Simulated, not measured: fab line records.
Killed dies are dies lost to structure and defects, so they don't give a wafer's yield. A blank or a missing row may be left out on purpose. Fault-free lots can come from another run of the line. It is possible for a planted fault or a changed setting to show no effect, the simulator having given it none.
Matching of chambers | flow nand-harc | 4 sister chambers for NHARC_A_CONTACT_ETCH_91 on rie-diel-10
The step etches the open film in CH3F/O2, target depth 40 nm, time 85.7 s. 4 wafers are shown with their chamber, then 7 later ones without.

## WAFERS WITH THEIR CHAMBER
wafer  | chamber | showerhead-plenum-p-Torr (Torr)
L080.5 | 1       | 2.62
L084.2 | 0       | 2.31
L087.1 | 3       | 2.53
L087.3 | 2       | 2.56

## WAFERS WITHOUT THEIR CHAMBER
wafer  | showerhead-plenum-p-Torr (Torr)
L087.5 | 2.62
L091.1 | 2.52
L091.2 | 2.62
L091.3 | 2.56
L095.2 | 2.52
L095.5 | 2.55
L095.6 | 2.52

## CHAMBER TAKEN BY EACH
wafer  | from the rows above     | in truth
L087.5 | 1                       | 1
L091.1 | 3                       | 3
L091.2 | 1                       | 1
L091.3 | 2                       | 2
L095.2 | 3                       | 3
L095.5 | can't be placed: 2 or 3 | 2
L095.6 | 3                       | 3
Placed correctly: 6 of 7. Cannot be placed on the basis of these rows: 1; the candidates contain the true chamber in 1. Placed wrongly: 0.
How it was worked out, from the rows above alone: a wafer's distance from a chamber is the root of the sum, over the readings, of the square of ((its reading less the chamber's mean) divided by the reading's scatter). If the next closest chamber is less than 2 further off than the closest, the wafer can't be placed; otherwise it belongs to the closest. For every chamber, the mean is computed from those of its wafers that are shown. The scatter: with one shown wafer a chamber, the root of the mean of the squares of how far each hidden wafer lies from its nearest shown one.
